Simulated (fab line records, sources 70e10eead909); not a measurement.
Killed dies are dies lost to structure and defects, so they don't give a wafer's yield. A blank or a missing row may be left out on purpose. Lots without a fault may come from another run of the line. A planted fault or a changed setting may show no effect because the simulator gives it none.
Chamber matching | flow nand_harc | NHARC_P_BONDPAD_CMP_32 on cmp-03: 4 sister chambers
The step polishes SiCN, target thk 200 nm. 4 wafers are shown with their chamber, then 7 later ones without.

WAFERS WITH THEIR CHAMBER
wafer  | chamber | motor_current_A (A)
L090.1 | 1       | 11.7
L090.2 | 3       | 11.5
L091.3 | 0       | 10.7
L091.5 | 2       | 13.2

WAFERS WITHOUT THEIR CHAMBER
wafer  | motor_current_A (A)
L091.6 | 10.9
L092.1 | 12.0
L092.3 | 10.3
L092.4 | 11.8
L097.1 | 9.9
L097.2 | 11.7
L097.3 | 13.4

WHICH CHAMBER EACH WENT THROUGH
wafer  | from the rows above          | in truth
L091.6 | can't be placed: 0 or 3 or 1 | 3
L092.1 | can't be placed: 1 or 3      | 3
L092.3 | 0                            | 0
L092.4 | can't be placed: 1 or 3      | 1
L097.1 | 0                            | 0
L097.2 | can't be placed: 1 or 3      | 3
L097.3 | 2                            | 2
Placed correctly: 3 of 7. Can't be placed from these rows: 4 (the true chamber is among the candidates in 4). Placed wrongly: 0.
How it was worked out, from the rows above alone: a wafer's distance from a chamber is the root of the sum, over the readings, of the square of ((its reading less the chamber's mean) divided by the reading's scatter). The wafer belongs to the nearest chamber; if the next one is less than 2 further off, it can't be placed. A chamber's mean is the mean of its shown wafers. The scatter: with one shown wafer a chamber, the root of the mean of the squares of how far each hidden wafer lies from its nearest shown one.
